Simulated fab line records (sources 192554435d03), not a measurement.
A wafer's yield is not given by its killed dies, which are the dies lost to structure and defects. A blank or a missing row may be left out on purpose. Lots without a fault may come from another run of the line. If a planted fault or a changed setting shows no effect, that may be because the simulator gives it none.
Lot-split experiment -- flow n5_finfet -- 7 lots, 39 wafers read, on a route of 1938 steps

ON THE SPLIT
At N5_SD_EPI_N_ETCH_35 (etches SOC in N2/H2, overetch 108 nm, time 486 s), the setting time_s was moved away from the recipe's 486 s on 12 of the 39 wafers read, by -29.0% to +31.7%. For the rest of the wafers, this setting stayed at what the recipe calls for.

Reading taken at the split's own step.

THE READING
SiARC_of_SD_EPI_N_COAT_33.thk_nm (the simulator's own value, which no gauge read), in nm, at N5_SD_EPI_N_ETCH_35 (etches SOC in N2/H2, overetch 108 nm, time 486 s). No usual value for it is given in the file. Average 19.9 nm, standard deviation 0.42 nm, over the 27 wafers here run with the recipe.

wafer,"tool, chamber at the split","time_s as run, s",against the recipe,"SiARC_of_SD_EPI_N_COAT_33.thk_nm, nm",against lot-mates on the recipe
L074.1,"rie_diel-01, 1",486,recipe,19.8,-
L074.2,"rie_diel-01, 2",486,recipe,20.2,-
L074.5,"rie_diel-01, 2",486,recipe,20.2,-
L074.3,"rie_diel-01, 3",486,recipe,20,-
L074.6,"rie_diel-01, 3",486,recipe,20,-
L074.4,"rie_diel-01, 0",486,recipe,20.6,-
L079.1,"rie_diel-03, 1",486,recipe,19.8,-
L079.2,"rie_diel-03, 3",345.3,-29.0%,24,+3.9
L079.6,"rie_diel-03, 3",345.3,-29.0%,24,+3.9
L079.3,"rie_diel-03, 0",486,recipe,20.8,-
L079.4,"rie_diel-03, 2",486,recipe,19.6,-
L079.5,"rie_diel-03, 0",345.3,-29.0%,24.8,+4.7
L080.1,"rie_diel-01, 1",486,recipe,20,-
L080.2,"rie_diel-01, 2",640.3,+31.7%,15.8,-4.4
L080.3,"rie_diel-01, 0",640.3,+31.7%,16.2,-4.0
L080.5,"rie_diel-01, 0",640.3,+31.7%,16.2,-4.0
L080.4,"rie_diel-01, 1",486,recipe,20.4,-
L080.6,"rie_diel-01, 2",486,recipe,20.2,-
L081.1,"rie_diel-01, 2,1",486,recipe,20,-
L081.3,"rie_diel-01, 2,1",486,recipe,20,-
L081.2,"rie_diel-01, 0",486,recipe,20.6,-
L086.1,"rie_diel-03, 0",486,recipe,20.6,-
L086.2,"rie_diel-03, 3",564.8,+16.2%,17,-2.7
L086.3,"rie_diel-03, 1",564.8,+16.2%,16.8,-2.9
L086.4,"rie_diel-03, 1",486,recipe,19.4,-
L086.5,"rie_diel-03, 3",486,recipe,19.2,-
L086.6,"rie_diel-03, 0",564.8,+16.2%,18.6,-1.1
L088.1,"rie_diel-03, 2",486,recipe,19.4,-
L088.2,"rie_diel-03, 3,1,3",486,recipe,19.8,-
L088.3,"rie_diel-03, 3,1,3",486,recipe,19.8,-
L088.6,"rie_diel-03, 3,1,3",486,recipe,19.8,-
L088.4,"rie_diel-03, 1",486,recipe,20,-
L088.5,"rie_diel-03, 2",486,recipe,19.2,-
L097.1,"rie_diel-03, 0",486,recipe,19.8,-
L097.6,"rie_diel-03, 0",486,recipe,19.8,-
L097.2,"rie_diel-03, 1",573.5,+18.0%,17.2,-2.5
L097.3,"rie_diel-03, 3",486,recipe,19.4,-
L097.4,"rie_diel-03, 2",573.5,+18.0%,16.4,-3.3
L097.5,"rie_diel-03, 1",573.5,+18.0%,17,-2.7
If several chambers appear in one row, that row covers several wafers at once and the file leaves open which wafer was in which chamber.

THE FIT
A straight line over all 39 wafers: SiARC_of_SD_EPI_N_COAT_33.thk_nm changes by -0.141 nm for each +1% of time_s; r = -0.97; the points scatter about the line by 0.51 nm.
The same after taking each lot's own level away (the mean of its wafers on the recipe; 39 wafers): -0.14 nm for each +1%; r = -0.98; scatter 0.42 nm.
The reading moves by 4.4 nm for the largest change in time_s, on that fit.
From 19.67 to 20.20 nm: that is the span of the lots' own levels, equal to 1.3 times the standard deviation above.
Hence the lot-to-lot level has little effect on the slope; both slopes agree.
Check: for one of the wafers moved furthest among these (+31.7%), held out of the fit, the line's prediction against its lot-mates is -4.43 nm. Against them it came out at -4.4 nm.

FURTHER SPLITS ON THESE WAFERS
These wafers also went through other splits before the reading. Each is held against what the fit with the lots' levels taken away leaves over:
other split on the same wafers,wafers away from the commonest value,r with SiARC_of_SD_EPI_N_COAT_33.thk_nm (lot level and that fit taken away)
N5_PMOS_HMC_CHANNEL_EPI_HM_DEP_34 time_s,12,+0.08

THE FILE'S OWN FIT
SiARC_of_SD_EPI_N_COAT_33.thk_nm changes by -0.14 nm for each +1% of time_s, r = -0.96.
